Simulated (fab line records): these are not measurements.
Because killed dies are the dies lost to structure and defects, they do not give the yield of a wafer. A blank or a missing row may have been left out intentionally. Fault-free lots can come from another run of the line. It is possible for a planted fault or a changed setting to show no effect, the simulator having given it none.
Lot-split experiment ; flow n5_finfet ; 7 lots, 21 wafers read, on a route of 1938 steps

## ON THE SPLIT
At N5_BEOL_M3_HM_DEP_02 (deposits TiN, target thk 20 nm), the setting target_thk_a was moved away from the recipe's 200 angstrom on 6 of the 21 wafers read, by -7.1% to +11.7%. This setting was run at the recipe's value on the other wafers.

## FROM THE SPLIT TO THE READING: what the file shows between them, 8 steps
- N5_BEOL_M3_COAT_61: time 60 s, resist thk 60 nm
- N5_BEOL_M3_COAT_62: time 60 s, resist thk 12 nm
- N5_BEOL_M3_STRIP_75: strips in N2/H2
- N5_BEOL_M3_STRIP_66: strips in CF4
- N5_BEOL_M3_HM_OPEN_17: chemistry Cl2/BCl3, target TiN, target depth 20 nm, overetch 6 nm
- N5_BEOL_M3_STRIP_19: strips in O2
- N5_BEOL_M3_STRIP_83: strips in C4F6/O2
- N5_BEOL_M3_STRIP_36: strips in N2/H2

## THE READING
TiN_of_BEOL_M3_HM_DEP_02.thk_nm (the simulator's own value, which no gauge read), in nm, at N5_BEOL_M3_TRENCH_ETCH_37 (etches SiOC in C4F6/O2, target depth 55.555 nm, time 29.2 s). The file does not state a usual value for it. Here, 15 wafers ran the recipe; their average is 17.5 nm with a standard deviation of 0.19 nm.

wafer;tool, chamber at the split;target_thk_a as run, angstrom;against the recipe;TiN_of_BEOL_M3_HM_DEP_02.thk_nm, nm;against lot-mates on the recipe
L076.4;pvd_sputter-01, -;200;recipe;17.6;-
L076.5;pvd_sputter-01, -;200;recipe;17.2;-
L076.6;pvd_sputter-01, -;200;recipe;17.4;-
L074.3;pvd_sputter-01, -;200;recipe;17.6;-
L074.4;pvd_sputter-01, -;200;recipe;17.6;-
L074.6;pvd_sputter-01, -;187.5;-6.2%;16.2;-1.4
L079.3;pvd_sputter-02, -;200;recipe;17.4;-
L079.6;pvd_sputter-02, -;200;recipe;17.4;-
L079.5;pvd_sputter-02, -;200;recipe;17.8;-
L085.1;pvd_sputter-02, -;223.4;+11.7%;19.6;+2.1
L085.2;pvd_sputter-02, -;200;recipe;17.6;-
L085.6;pvd_sputter-02, -;200;recipe;17.4;-
L093.4;pvd_sputter-01, -;200;recipe;17.6;-
L093.6;pvd_sputter-01, -;200;recipe;17.6;-
L093.5;pvd_sputter-01, -;190.3;-4.8%;16.8;-0.8
L095.1;pvd_sputter-01, -;220.4;+10.2%;19.6;+2.0
L095.2;pvd_sputter-01, -;220.4;+10.2%;19.8;+2.2
L095.3;pvd_sputter-01, -;200;recipe;17.6;-
L096.4;pvd_sputter-01, -;200;recipe;18;-
L096.5;pvd_sputter-01, -;200;recipe;17.4;-
L096.6;pvd_sputter-01, -;185.9;-7.1%;16.4;-1.3

FIT RESULTS
A straight line over all 21 wafers: TiN_of_BEOL_M3_HM_DEP_02.thk_nm changes by +0.192 nm for each +1% of target_thk_a; r = +0.98; the points scatter about the line by 0.2 nm.
The same after taking each lot's own level away (the mean of its wafers on the recipe; 21 wafers): +0.195 nm for each +1%; r = +0.98; scatter 0.17 nm.
On that fit, the largest move of target_thk_a shifts the reading by 2.3 nm.
Across the lots, their own levels run from 17.40 to 17.70 nm, a range of 1.6 times the standard deviation given above.
Consequently the slope shifts little with the lot-to-lot level, the two slopes agreeing.
Check: with one of the wafers moved furthest among these (+11.7%) left out of the fit, the line predicts +2.37 nm for it against its lot-mates. It came out at +2.1 nm against them.

## THE WHOLE CHAIN: every reading that the file lists as answering this split, in the file's order
step;what it does;reading;change (the file's fit);r (the file's)
N5_BEOL_M3_HM_DEP_02;deposits TiN, target thk 20 nm;TiN_of_BEOL_M3_HM_DEP_02.thk_nm (the simulator's own value, which no gauge read);+0.196 nm for each +1% of the setting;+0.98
N5_BEOL_M3_HM_OPEN_17;chemistry Cl2/BCl3, target TiN, target depth 20 nm, overetch 6 nm;etch.depth_nm (the simulator's own value, which no gauge read);+0.194 nm for each +1% of the setting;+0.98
N5_BEOL_M3_TRENCH_ETCH_37;etches SiOC in C4F6/O2, target depth 55.555 nm, time 29.2 s;TiN_of_BEOL_M3_HM_DEP_02.thk_nm (the simulator's own value, which no gauge read);+0.192 nm for each +1% of the setting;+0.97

## FILE'S OWN FIT
TiN_of_BEOL_M3_HM_DEP_02.thk_nm changes by +0.192 nm for each +1% of target_thk_a, r = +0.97.
